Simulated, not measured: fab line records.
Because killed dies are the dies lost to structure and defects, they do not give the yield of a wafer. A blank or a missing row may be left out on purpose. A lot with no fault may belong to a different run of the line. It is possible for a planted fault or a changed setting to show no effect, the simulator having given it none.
Matching of chambers	flow nandHarc	4 sister chambers for NHARC_A_CONTACT_DESCUM_74 on rieDiel-11
The step chemistry O2, time 3 s. 4 wafers are shown with their chamber, then 7 later ones without.

== WAFERS, EACH WITH ITS CHAMBER ==
wafer	chamber	showerheadPlenumPTorr (Torr)
L791.4	1	1.94
L798.5	3	2.02
L804.1	2	1.80
L804.2	0	1.94

== WAFERS WITHOUT THEIR CHAMBER ==
wafer	showerheadPlenumPTorr (Torr)
L804.3	2.01
L806.1	2.01
L806.2	1.94
L806.4	1.80
L809.1	1.79
L809.2	2.01
L809.5	1.79

== CHAMBER TAKEN BY EACH ==
wafer	from the rows above	in truth
L804.3	3	3
L806.1	3	3
L806.2	can't be placed: 0 or 1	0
L806.4	2	2
L809.1	2	2
L809.2	3	3
L809.5	2	2
Correctly placed: 6 of 7. Unplaceable from these rows: 1, with the true chamber sitting among the candidates in 1. Number placed wrongly: 0.
How it was worked out, from the rows above alone: a wafer's distance from a chamber is the root of the sum, over the readings, of the square of ((its reading less the chamber's mean) divided by the reading's scatter). The wafer belongs to the nearest chamber; if the next one is less than 2 further off, it can't be placed. The mean given for a chamber averages the wafers shown for that chamber. The scatter: root of mean squared gap, hidden wafer to nearest shown wafer, with one shown wafer a chamber.
